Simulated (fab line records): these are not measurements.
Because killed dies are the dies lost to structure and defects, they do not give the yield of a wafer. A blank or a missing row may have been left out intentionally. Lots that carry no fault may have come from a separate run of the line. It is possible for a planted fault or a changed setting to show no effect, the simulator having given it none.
Split-lot experiment    flow n5_finfet    on a route of 1938 steps: 7 lots, 21 wafers read

## ON THE SPLIT
At N5_BEOL_M0_SAQP_COAT_34 (resist thk 30 nm), the setting spin_rpm was moved away from the recipe's 1500 rpm on 7 of the 21 wafers read, by -7.3% to +7.3%. All remaining wafers had this setting at the recipe value.

## FROM THE SPLIT TO THE READING: what the file shows between them, 5 steps
- N5_BEOL_M0_SAQP_EBR_36
- N5_BEOL_M0_SAQP_SOFTBAKE_35: time 60 s
- N5_BEOL_M0_SAQP_EXPOSE_37: exposes mask M0 CUT1, target cd 30 nm
- N5_BEOL_M0_SAQP_PEB_38: peb time 60 s
- N5_BEOL_M0_SAQP_DEVELOP_39: develop time 30 s

## THE READING
CAR-EUV_of_BEOL_M0_SAQP_COAT_34.thk_nm (the simulator's own value, which no gauge read), in nm, at N5_BEOL_M0_SAQP_DESCUM_45 (chemistry O2, time 7 s). There is no usual value for it anywhere in the file. The 14 wafers here that ran the recipe average 26.0 nm, standard deviation 0.082 nm.

wafer   tool, chamber at the split  spin_rpm as run, rpm  against the recipe  CAR-EUV_of_BEOL_M0_SAQP_COAT_34.thk_nm, nm  against lot-mates on the recipe
L079.3  litho_track-04, 0           1500                  recipe              26                                          -
L079.4  litho_track-04, 0           1592                  +6.1%               25                                          -1.0
L079.5  litho_track-04, 0           1592                  +6.1%               25.2                                        -0.8
L087.2  litho_track-05, 0           1500                  recipe              26                                          -
L087.5  litho_track-05, 0           1500                  recipe              26                                          -
L087.4  litho_track-05, 0           1391                  -7.3%               27.2                                        +1.2
L089.2  litho_track-05, 0           1574                  +4.9%               25.2                                        -0.8
L089.5  litho_track-05, 0           1500                  recipe              26                                          -
L089.6  litho_track-05, 0           1500                  recipe              26                                          -
L091.1  litho_track-05, 0           1602                  +6.8%               25                                          -1.0
L091.6  litho_track-05, 0           1602                  +6.8%               25                                          -1.0
L091.4  litho_track-05, 0           1500                  recipe              26                                          -
L093.2  litho_track-03, 0           1500                  recipe              26.2                                        -
L093.5  litho_track-03, 0           1500                  recipe              26.2                                        -
L093.6  litho_track-03, 0           1609                  +7.3%               25                                          -1.2
L094.3  litho_track-05, 0           1500                  recipe              26                                          -
L094.4  litho_track-05, 0           1500                  recipe              26                                          -
L094.5  litho_track-05, 0           1500                  recipe              26                                          -
L097.1  litho_track-04, 0           1500                  recipe              26.2                                        -
L097.3  litho_track-04, 0           1500                  recipe              26                                          -
L097.5  litho_track-04, 0           1500                  recipe              26                                          -

FIT RESULTS
A straight line over all 21 wafers: CAR-EUV_of_BEOL_M0_SAQP_COAT_34.thk_nm changes by -0.154 nm for each +1% of spin_rpm; r = -0.99; the points scatter about the line by 0.082 nm.
The same after taking each lot's own level away (the mean of its wafers on the recipe; 21 wafers): -0.156 nm for each +1%; r = -0.99; scatter 0.06 nm.
That fit puts the effect of the largest move of spin_rpm on the reading at 1.1 nm.
Measured against the standard deviation above, the lots' own levels, which go from 26.00 to 26.20 nm, span 2.4 times it.
So the lot-to-lot level changes the slope little: the two slopes agree.
Check: +1.11 nm against its lot-mates is what the line predicts for one of the wafers moved furthest among these (-7.3%) when that wafer is left out of the fit. Against them it came out at +1.2 nm.

## THESE WAFERS: OTHER SPLITS
Before the reading, these wafers also passed through other splits. Each is held against what the fit with the lots' levels taken away leaves over:
other split on the same wafers          wafers away from the commonest value  r with CAR-EUV_of_BEOL_M0_SAQP_COAT_34.thk_nm (lot level and that fit taken away)
N5_GATE_CUT_DESCUM_18 time_s            6                                     -0.26
N5_MOL_CONTACT_COAG_VIA_ETCH_46 bias_w  9                                     +0.01
N5_BEOL_M0_SAQP_PECVD_04 time_s         8                                     +0.34

## THE WHOLE CHAIN: every reading that the file lists as answering this split, in the file's order
step                        what it does            reading                                                                                  change (the file's fit)                r (the file's)
N5_BEOL_M0_SAQP_COAT_34     resist thk 30 nm        CAR-EUV_of_BEOL_M0_SAQP_COAT_34.thk_nm (the simulator's own value, which no gauge read)  -0.145 nm for each +1% of the setting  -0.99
N5_BEOL_M0_SAQP_DEVELOP_39  develop time 30 s       CAR-EUV_of_BEOL_M0_SAQP_COAT_34.thk_nm (the simulator's own value, which no gauge read)  -0.154 nm for each +1% of the setting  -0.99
N5_BEOL_M0_SAQP_DESCUM_45   chemistry O2, time 7 s  CAR-EUV_of_BEOL_M0_SAQP_COAT_34.thk_nm (the simulator's own value, which no gauge read)  -0.158 nm for each +1% of the setting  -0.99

## FILE'S OWN FIT
CAR-EUV_of_BEOL_M0_SAQP_COAT_34.thk_nm changes by -0.158 nm for each +1% of spin_rpm, r = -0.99.
